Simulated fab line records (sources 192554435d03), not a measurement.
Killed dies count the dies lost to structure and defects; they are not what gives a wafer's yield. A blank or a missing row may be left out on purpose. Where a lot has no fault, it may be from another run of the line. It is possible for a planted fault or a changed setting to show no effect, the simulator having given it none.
Lot-split experiment + flow n5 finfet + 7 lots, 21 wafers read, on a route of 1938 steps

== THE SPLIT ==
At N5_BEOL_M2_VIA_ETCH_34 (etches the open film in C4F6/O2, target depth 69.4 nm, time 65.9 s), the setting time s was moved away from the recipe's 65.9 s on 7 of the 21 wafers read, by -14.1% to +11.6%. All remaining wafers had this setting at the recipe value.

The reading comes from the split's own step.

== THE READING ==
SOC_of_BEOL_M2_COAT_67.thk nm (the simulator's own value, which no gauge read), in nm, at N5_BEOL_M2_VIA_ETCH_34 (etches the open film in C4F6/O2, target depth 69.4 nm, time 65.9 s). The file gives no usual value for it. The 14 wafers here that ran the recipe average 51.9 nm, standard deviation 0.38 nm.

| wafer  | tool, chamber at the split | time s as run, s | against the recipe | SOC_of_BEOL_M2_COAT_67.thk nm, nm | against lot-mates on the recipe |
|--------|----------------------------|------------------|--------------------|-----------------------------------|---------------------------------|
| L086.1 | rie diel-01, 3             | 73.54            | +11.6%             | 51                                | no lot-mate on the recipe       |
| L086.2 | rie diel-01, 0             | 73.54            | +11.6%             | 51                                | no lot-mate on the recipe       |
| L086.3 | rie diel-01, 1             | 73.54            | +11.6%             | 51.2                              | no lot-mate on the recipe       |
| L088.1 | rie diel-03, 3             | 56.64            | -14.1%             | 53.2                              | +1.0                            |
| L088.2 | rie diel-03, 1             | 65.9             | recipe             | 52.2                              | -                               |
| L088.3 | rie diel-03, 0             | 56.64            | -14.1%             | 53.2                              | +1.0                            |
| L089.2 | rie diel-01, 0             | 71.42            | +8.4%              | 51.2                              | -1.0                            |
| L089.4 | rie diel-01, 2             | 65.9             | recipe             | 52.2                              | -                               |
| L089.5 | rie diel-01, 2             | 71.42            | +8.4%              | 51.4                              | -0.8                            |
| L090.1 | rie diel-06, 2             | 65.9             | recipe             | 52                                | -                               |
| L090.3 | rie diel-06, 1             | 65.9             | recipe             | 52                                | -                               |
| L090.5 | rie diel-06, 1             | 65.9             | recipe             | 51.8                              | -                               |
| L092.1 | rie diel-01, 3             | 65.9             | recipe             | 51.4                              | -                               |
| L092.2 | rie diel-01, 1             | 65.9             | recipe             | 51.6                              | -                               |
| L092.5 | rie diel-01, 2             | 65.9             | recipe             | 51.4                              | -                               |
| L093.2 | rie diel-01, 1             | 65.9             | recipe             | 51.6                              | -                               |
| L093.4 | rie diel-01, 2             | 65.9             | recipe             | 51.6                              | -                               |
| L093.5 | rie diel-01, 0             | 65.9             | recipe             | 51.4                              | -                               |
| L097.1 | rie diel-03, 3             | 65.9             | recipe             | 52.2                              | -                               |
| L097.3 | rie diel-03, 0             | 65.9             | recipe             | 52.6                              | -                               |
| L097.4 | rie diel-03, 1             | 65.9             | recipe             | 52.4                              | -                               |

THE FIT
A straight line over all 21 wafers: SOC_of_BEOL_M2_COAT_67.thk nm changes by -0.0812 nm for each +1% of time s; r = -0.86; the points scatter about the line by 0.34 nm.
The same after taking each lot's own level away (the mean of its wafers on the recipe; 18 wafers): -0.0815 nm for each +1%; r = -0.96; scatter 0.13 nm.
According to that fit, moving time s by its largest amount changes the reading by 1.1 nm.
Across the lots, their own levels run from 51.47 to 52.40 nm, a range of 2.4 times the standard deviation given above.
Consequently the slope shifts little with the lot-to-lot level, the two slopes agreeing.
Check: +1.17 nm against its lot-mates is what the line predicts for one of the wafers moved furthest among these (-14.1%) when that wafer is left out of the fit. It came out at +1 nm against them.

== OTHER SPLITS ON THESE WAFERS ==
Before the reading, these wafers also passed through other splits. Each is held against what the fit with the lots' levels taken away leaves over:
| other split on the same wafers            | wafers away from the commonest value | r with SOC_of_BEOL_M2_COAT_67.thk nm (lot level and that fit taken away) |
|-------------------------------------------|--------------------------------------|--------------------------------------------------------------------------|
| N5_GATE_CUT_ETCH_36 cf4 flow sccm         | 5                                    | +0.30                                                                    |
| N5_MOL_CONTACT_COAG_EXPOSE_37 dose mj     | 8                                    | +0.40                                                                    |
| N5_MOL_CONTACT_COAG_ALD_133 ald cycles    | 5                                    | +0.19                                                                    |
| N5_BEOL_M0_SAQP_SPACER1_ALD_98 ald cycles | 7                                    | +0.14                                                                    |
| N5_BEOL_M1_TRENCH_ETCH_37 time s          | 6                                    | -0.19                                                                    |
| N5_BEOL_M2_DESCUM_16 time s               | 9                                    | +0.12                                                                    |
| N5_BEOL_M2_ETCH_64 source w               | 9                                    | -0.21                                                                    |

== THE WHOLE CHAIN: every reading that the file lists as answering this split, in the file's order ==
| step                   | what it does                                                       | reading                                                                        | change (the file's fit)                | r (the file's) |
|------------------------|--------------------------------------------------------------------|--------------------------------------------------------------------------------|----------------------------------------|----------------|
| N5_BEOL_M2_VIA_ETCH_34 | etches the open film in C4F6/O2, target depth 69.4 nm, time 65.9 s | etch.depth nm (the simulator's own value, which no gauge read)                 | +0.595 nm for each +1% of the setting  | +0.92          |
| N5_BEOL_M2_VIA_ETCH_34 | etches the open film in C4F6/O2, target depth 69.4 nm, time 65.9 s | SOC_of_BEOL_M2_COAT_67.thk nm (the simulator's own value, which no gauge read) | -0.0807 nm for each +1% of the setting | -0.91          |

== THE FILE'S OWN FIT ==
SOC_of_BEOL_M2_COAT_67.thk nm changes by -0.0807 nm for each +1% of time s, r = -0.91.
